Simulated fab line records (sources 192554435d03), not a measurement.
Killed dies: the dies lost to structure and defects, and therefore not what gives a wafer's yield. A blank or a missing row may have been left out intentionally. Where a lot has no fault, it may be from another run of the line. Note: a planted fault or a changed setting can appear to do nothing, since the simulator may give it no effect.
Chamber matching || flow n5_finfet || rie_diel-02 running N5_BEOL_M7_ETCH_62: 4 sister chambers
The step etches SOC in N2/H2, target depth 110 nm, overetch 22 nm, time 165 s. 4 wafers are shown with their chamber, then 9 later ones without.

WAFERS, EACH WITH ITS CHAMBER
{"wafer": "L084.4", "chamber": 3, "showerhead_plenum_p_Torr (Torr)": 2.66}
{"wafer": "L085.3", "chamber": 0, "showerhead_plenum_p_Torr (Torr)": 2.51}
{"wafer": "L087.1", "chamber": 2, "showerhead_plenum_p_Torr (Torr)": 2.50}
{"wafer": "L087.5", "chamber": 1, "showerhead_plenum_p_Torr (Torr)": 2.41}

WAFERS WHOSE CHAMBER IS MISSING
{"wafer": "L091.2", "showerhead_plenum_p_Torr (Torr)": 2.41}
{"wafer": "L091.3", "showerhead_plenum_p_Torr (Torr)": 2.65}
{"wafer": "L091.5", "showerhead_plenum_p_Torr (Torr)": 2.50}
{"wafer": "L090.4", "showerhead_plenum_p_Torr (Torr)": 2.41}
{"wafer": "L090.5", "showerhead_plenum_p_Torr (Torr)": 2.50}
{"wafer": "L090.6", "showerhead_plenum_p_Torr (Torr)": 2.41}
{"wafer": "L095.1", "showerhead_plenum_p_Torr (Torr)": 2.41}
{"wafer": "L095.3", "showerhead_plenum_p_Torr (Torr)": 2.49}
{"wafer": "L095.5", "showerhead_plenum_p_Torr (Torr)": 2.65}

EACH ONE'S CHAMBER
{"wafer": "L091.2", "from the rows above": 1, "in truth": 1}
{"wafer": "L091.3", "from the rows above": 3, "in truth": 3}
{"wafer": "L091.5", "from the rows above": "can't be placed: 2 or 0", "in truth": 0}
{"wafer": "L090.4", "from the rows above": 1, "in truth": 1}
{"wafer": "L090.5", "from the rows above": "can't be placed: 2 or 0", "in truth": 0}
{"wafer": "L090.6", "from the rows above": 1, "in truth": 1}
{"wafer": "L095.1", "from the rows above": 1, "in truth": 1}
{"wafer": "L095.3", "from the rows above": "can't be placed: 2 or 0", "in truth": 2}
{"wafer": "L095.5", "from the rows above": 3, "in truth": 3}
Placed correctly: 6 of 9. These rows do not allow placing 3 (true chamber among the candidates in 3). Number placed wrongly: 0.
How it was worked out, from the rows above alone: a wafer's distance from a chamber is the root of the sum, over the readings, of the square of ((its reading less the chamber's mean) divided by the reading's scatter). If the next closest chamber is less than 2 further off than the closest, the wafer can't be placed; otherwise it belongs to the closest. For every chamber, the mean is computed from those of its wafers that are shown. The scatter: with one shown wafer a chamber, the root of the mean of the squares of how far each hidden wafer lies from its nearest shown one.
